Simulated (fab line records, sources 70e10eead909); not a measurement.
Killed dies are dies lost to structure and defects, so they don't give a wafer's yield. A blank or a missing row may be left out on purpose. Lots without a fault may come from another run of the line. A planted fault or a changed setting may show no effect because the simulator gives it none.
Chamber matching | flow nand_harc | NHARC_P_GATE_DESCUM_13 on rie_diel-11: 4 sister chambers
The step chemistry O2, time 3 s. 4 wafers are shown with their chamber, then 10 later ones without.

WAFERS WITH THEIR CHAMBER
wafer  | chamber | showerhead_plenum_p_Torr (Torr)
L510.3 | 0       | 1.91
L511.6 | 3       | 2.07
L516.2 | 1       | 1.87
L516.3 | 2       | 2.04

WAFERS WITHOUT THEIR CHAMBER
wafer  | showerhead_plenum_p_Torr (Torr)
L516.4 | 1.91
L517.4 | 2.06
L517.5 | 1.87
L517.6 | 1.91
L518.2 | 1.91
L518.4 | 2.04
L518.5 | 2.06
L520.1 | 1.87
L520.3 | 1.91
L520.5 | 1.87

WHICH CHAMBER EACH WENT THROUGH
wafer  | from the rows above | in truth
L516.4 | 0                   | 0
L517.4 | 3                   | 3
L517.5 | 1                   | 1
L517.6 | 0                   | 0
L518.2 | 0                   | 0
L518.4 | 2                   | 2
L518.5 | 3                   | 3
L520.1 | 1                   | 1
L520.3 | 0                   | 0
L520.5 | 1                   | 1
Placed correctly: 10 of 10. Can't be placed from these rows: 0. Placed wrongly: 0.
How it was worked out, from the rows above alone: a wafer's distance from a chamber is the root of the sum, over the readings, of the square of ((its reading less the chamber's mean) divided by the reading's scatter). The wafer belongs to the nearest chamber; if the next one is less than 2 further off, it can't be placed. A chamber's mean is the mean of its shown wafers. The scatter: with one shown wafer a chamber, the root of the mean of the squares of how far each hidden wafer lies from its nearest shown one.
